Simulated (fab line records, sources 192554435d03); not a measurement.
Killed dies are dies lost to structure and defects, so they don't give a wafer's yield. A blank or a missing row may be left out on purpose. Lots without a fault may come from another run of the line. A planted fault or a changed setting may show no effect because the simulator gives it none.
Chamber matching | flow n5_finfet | N5_BEOL_M0_SAQP_ETCH_84 on rie_diel-02: 4 sister chambers
The step etches SOC in N2/H2, target depth 100 nm, overetch 20 nm, time 150 s. 8 wafers are shown with their chamber, then 10 later ones without.

WAFERS WITH THEIR CHAMBER
wafer  | chamber | showerhead_plenum_p_Torr (Torr) | drypump_motor_current_A (A)
L076.6 | 3       | 2.42                            | 4.9
L078.3 | 2       | 2.56                            | 5.9
L080.2 | 3       | 2.42                            | 4.9
L083.4 | 1       | 2.50                            | 6.3
L083.5 | 0       | 2.63                            | 5.7
L083.6 | 1       | 2.50                            | 6.4
L089.4 | 2       | 2.55                            | 5.9
L089.5 | 0       | 2.62                            | 5.7

WAFERS WITHOUT THEIR CHAMBER
wafer  | showerhead_plenum_p_Torr (Torr) | drypump_motor_current_A (A)
L089.6 | 2.41                            | 4.9
L092.2 | 2.54                            | 5.8
L092.3 | 2.62                            | 5.7
L092.6 | 2.41                            | 4.9
L093.2 | 2.62                            | 5.7
L093.3 | 2.49                            | 6.3
L093.5 | 2.62                            | 5.7
L096.1 | 2.40                            | 4.9
L096.2 | 2.49                            | 6.3
L096.5 | 2.49                            | 6.4

WHICH CHAMBER EACH WENT THROUGH
wafer  | from the rows above | in truth
L089.6 | 3                   | 3
L092.2 | 2                   | 2
L092.3 | 0                   | 0
L092.6 | 3                   | 3
L093.2 | 0                   | 0
L093.3 | 1                   | 1
L093.5 | 0                   | 0
L096.1 | 3                   | 3
L096.2 | 1                   | 1
L096.5 | 1                   | 1
Placed correctly: 10 of 10. Can't be placed from these rows: 0. Placed wrongly: 0.
How it was worked out, from the rows above alone: a wafer's distance from a chamber is the root of the sum, over the readings, of the square of ((its reading less the chamber's mean) divided by the reading's scatter). The wafer belongs to the nearest chamber; if the next one is less than 2 further off, it can't be placed. A chamber's mean is the mean of its shown wafers. The scatter: the root of (the sum of the squares of (reading less its chamber's mean) over the shown wafers, divided by (wafers less chambers)).
